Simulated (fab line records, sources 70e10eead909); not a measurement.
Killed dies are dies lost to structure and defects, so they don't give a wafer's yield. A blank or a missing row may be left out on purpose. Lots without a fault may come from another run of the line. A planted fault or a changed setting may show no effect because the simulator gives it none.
Which tool did it? | flow nand_harc | 14 lots, 40 wafers sampled, at 5 steps of a route of 1302

WHAT THE GAUGES READ, wafer by wafer
NHARC_HYBRID_BOND_OVL_MEAS_05. Usual: overlay_x_nm 4 nm, standard deviation 29; overlay_y_nm -4 nm, standard deviation 29.
lot  | measured     | on         | overlay_x_nm (nm) | overlay_y_nm (nm) | flag
L391 | day 23 18:21 | overlay-02 | 40 -20 -68        | -41 -31 9         |
L393 | day 24 09:17 | overlay-02 | -16 -5 39         | 27 23 1           |
L394 | day 24 21:20 | overlay-01 | 12 26 8           | 40 -35 18         |
L396 | day 25 02:23 | overlay-01 | -10 -33 -30       | -4 37 6           |
L395 | day 25 02:23 | overlay-02 | -20 25 15         | 15 -11 16         |
L401 | day 28 05:26 | overlay-01 | -17 -33           | -3 14             |
L402 | day 28 12:15 | overlay-01 | 2 -17             | -62 47            |
L407 | day 30 13:02 | overlay-02 | 28 9 16           | -5 -44 -6         |
L409 | day 31 10:36 | overlay-02 | -12 19 1          | -18 21 -43        |
L410 | day 31 16:20 | overlay-02 | 9 69 22           | -55 5 -5          |
L411 | day 31 16:20 | overlay-01 | 51 -18 4          | -46 8 -5          |
L412 | day 32 09:20 | overlay-02 | 5 -59 -66         | 9 20 -11          |
L413 | day 33 00:44 | overlay-01 | 19 3 -4           | 33 -56 35         |
L414 | day 33 23:14 | overlay-01 | -26 37 27         | -6 -6 -12         |

NHARC_END_SORT_01. Usual: defect_limited_yield 90 %, standard deviation 3.1; killed_at_array 61, standard deviation 20; killed_at_other 0.9, standard deviation 1.1; killed_at_periphery 3.7, standard deviation 2.5; killed_dies 65, standard deviation 21; killed_open 3.3, standard deviation 1.8; killed_short 2.3, standard deviation 1.5.
lot  | measured     | on        | defect_limited_yield (%) | killed_at_array | killed_at_other | killed_at_periphery | killed_dies | killed_open | killed_short | flag
L391 | day 24 13:17 | prober-02 | 94 92 94                 | 41 53 41        | 0 1 1           | 1 0 1               | 42 54 43    | 3 3 0       | 0 1 1        |
L396 | day 25 22:13 | prober-02 | 86 87 86                 | 90 86 91        | 0 2 2           | 4 0 2               | 94 88 95    | 3 2 2       | 2 2 0        |
L395 | day 26 00:02 | prober-01 | 94 92 95                 | 38 49 32        | 1 0 0           | 5 2 3               | 44 51 35    | 2 3 1       | 2 3 2        |
L401 | day 29 03:22 | prober-01 | 88 90                    | 73 66           | 0 0             | 5 3                 | 78 69       | 0 4         | 4 3          |
L402 | day 29 03:21 | prober-02 | 92 93                    | 42 41           | 1 0             | 10 8                | 53 49       | 2 4         | 0 1          |

WHICH TOOL RAN EACH LOT (tool, then ch and the chambers of the sampled wafers, then the start)
lot  | NHARC_THIN_TSV_CMP_01         | NHARC_THIN_TSV_ETCHBACK_48         | NHARC_THIN_TSV_CMP_21
L391 | cmp-02 ch 0,1,3, day 23 19:52 | rie_diel-13 ch 0,2, day 23 23:29   | cmp-04 ch 1,2,3, day 24 01:48
L393 | cmp-02 ch 1,2,3, day 24 10:48 | rie_diel-09 ch 1,2, day 24 14:10   | cmp-04 ch 0,1,2, day 24 16:17
L394 | cmp-04 ch 0,3, day 24 22:46   | rie_diel-13 ch 1,2,3, day 25 02:41 | cmp-03 ch 0,1,2, day 25 04:41
L396 | cmp-04 ch 0,1,3, day 25 05:02 | rie_diel-09 ch 0,1, day 25 08:33   | cmp-03 ch 0,2, day 25 10:40
L395 | cmp-03 ch 0,1,3, day 25 03:53 | rie_diel-13 ch 2,3, day 25 07:22   | cmp-03 ch 0,1,3, day 25 09:35
L401 | cmp-02 ch 0, day 28 06:54     | rie_diel-13 ch 1,3, day 28 14:29   | cmp-02 ch 0, day 28 16:29
L402 | cmp-04 ch 2,3, day 28 13:45   | rie_diel-13 ch 2,3, day 28 17:20   | cmp-02 ch 1,2, day 28 19:35
L407 | cmp-04 ch 0,1,2, day 30 14:29 | rie_diel-01 ch 0,2,3, day 30 18:02 | cmp-02 ch 0,1,2, day 30 20:09
L409 | cmp-02 ch 0,1,3, day 31 12:02 | rie_diel-09 ch 0,2,3, day 31 15:35 | cmp-02 ch 1,2,3, day 31 17:43
L410 | cmp-02 ch 1,2,3, day 32 02:28 | rie_diel-01 ch 0,1,2, day 32 06:01 | cmp-03 ch 0,1,3, day 32 08:05
L411 | cmp-04 ch 0,1,2, day 32 01:14 | rie_diel-09 ch 2,3, day 32 04:49   | cmp-03 ch 0,2, day 32 06:52
L412 | cmp-03 ch 0,2,3, day 32 10:48 | rie_diel-13 ch 0,3, day 32 14:38   | cmp-03 ch 1,2, day 32 16:44
L413 | cmp-02 ch 1,2, day 33 02:12   | rie_diel-01 ch 1,2,3, day 33 05:50 | cmp-03 ch 0,1, day 33 07:51
L414 | cmp-02 ch 1,2,3, day 34 01:56 | rie_diel-01 ch 0,2,3, day 34 05:35 | cmp-02 ch 1,2,3, day 34 07:36
- NHARC_THIN_TSV_CMP_01: polishes.
- NHARC_THIN_TSV_ETCHBACK_48: etches the open film in C4F8/Ar, target depth 1028.5 nm, time 405.17 s.
- NHARC_THIN_TSV_CMP_21: polishes, t overpolish 30 s, target thk 2000 nm.

WHAT THE TOOLS THEMSELVES READ (means of the sampled wafers that have a number; where no wafer has one, the mark that the record gives instead)
NHARC_THIN_TSV_CMP_01. Usual: motor_current_A 11.9 A, standard deviation 0.98; slurry_flow_ml_min 150.0, standard deviation 0.44.
lot  | tool   | motor_current_A (A) | slurry_flow_ml_min | flag
L391 | cmp-02 | 11.7                | 149.9              |
L393 | cmp-02 | 11.5                | 149.9              |
L394 | cmp-04 | 12.2                | 150.0              |
L396 | cmp-04 | 12.5                | 150.0              |
L395 | cmp-03 | 10.9                | 150.0              |
L401 | cmp-02 | 13.4                | 149.8              |
L402 | cmp-04 | 13.1                | 150.4              |
L407 | cmp-04 | 12.7                | 149.8              |
L409 | cmp-02 | 11.8                | 149.6              |
L410 | cmp-02 | 11.6                | 150.2              |
L411 | cmp-04 | 12.9                | 149.7              |
L412 | cmp-03 | 11.5                | 150.1              |
L413 | cmp-02 | 11.4                | 150.3              |
L414 | cmp-02 | 11.2                | 150.1              |

NHARC_THIN_TSV_ETCHBACK_48. Usual: oes_product_au 0.941 a.u., standard deviation 0.03; rf_vpp_V 547.5 V, standard deviation 2.8.
lot  | tool        | oes_product_au (a.u.) | rf_vpp_V (V) | flag
L391 | rie_diel-13 | 0.970                 | 546.4        |
L393 | rie_diel-09 | 0.919                 | 544.7        |
L394 | rie_diel-13 | 0.926                 | 548.2        |
L396 | rie_diel-09 | 0.920                 | 546.2        |
L395 | rie_diel-13 | 0.933                 | 547.7        |
L401 | rie_diel-13 | 0.929                 | 548.9        |
L402 | rie_diel-13 | 0.921                 | 547.7        |
L407 | rie_diel-01 | 0.919                 | 545.1        |
L409 | rie_diel-09 | 0.930                 | 548.5        |
L410 | rie_diel-01 | 0.996                 | 547.7        |
L411 | rie_diel-09 | 0.920                 | 549.3        |
L412 | rie_diel-13 | 0.926                 | 547.0        |
L413 | rie_diel-01 | 0.928                 | 549.0        |
L414 | rie_diel-01 | 0.927                 | 546.4        |

NHARC_THIN_TSV_CMP_21. Usual: motor_current_A 11.7 A, standard deviation 0.78; overpolish_run_s 29.999 s, standard deviation 0.0087; slurry_flow_ml_min 149.9, standard deviation 0.42.
lot  | tool   | motor_current_A (A) | overpolish_run_s (s) | slurry_flow_ml_min | flag
L391 | cmp-04 | 12.8                | 30.003               | 149.6              |
L393 | cmp-04 | 12.8                | 29.998               | 149.8              |
L394 | cmp-03 | 11.4                | 29.994               | 149.9              |
L396 | cmp-03 | 11.2                | 30.005               | 149.8              |
L395 | cmp-03 | 11.1                | 29.990               | 150.0              |
L401 | cmp-02 | 13.1                | 30.001               | 150.1              |
L402 | cmp-02 | 11.3                | 30.005               | 149.6              |
L407 | cmp-02 | 12.1                | 30.004               | 149.7              |
L409 | cmp-02 | 11.3                | 29.996               | 150.0              |
L410 | cmp-03 | 11.4                | 29.992               | 150.2              |
L411 | cmp-03 | 11.5                | 30.001               | 149.6              |
L412 | cmp-03 | 11.5                | 29.991               | 149.7              |
L413 | cmp-03 | 11.1                | 29.998               | 149.9              |
L414 | cmp-02 | 11.4                | 29.994               | 150.5              |

THE ANSWER, worked out from the rows above alone
Rule: a lot is off if the mean of its wafers that have a number lies more than 3 standard deviations from the usual mean. A lot without any number at a reading at which 4 lots or more have one is off too. The other lots that the step has rows for count as sound. The gauges are gone through in route order, then the tools' own readings, and for those a lot's mean is taken as printed above. The first step at which some lot is off is used, and at that step the reading that is off furthest; a lot without a number counts as furthest.
No lot is off at any reading shown: from this, nothing can be told.

WHAT THE SIMULATOR HAD PUT IN
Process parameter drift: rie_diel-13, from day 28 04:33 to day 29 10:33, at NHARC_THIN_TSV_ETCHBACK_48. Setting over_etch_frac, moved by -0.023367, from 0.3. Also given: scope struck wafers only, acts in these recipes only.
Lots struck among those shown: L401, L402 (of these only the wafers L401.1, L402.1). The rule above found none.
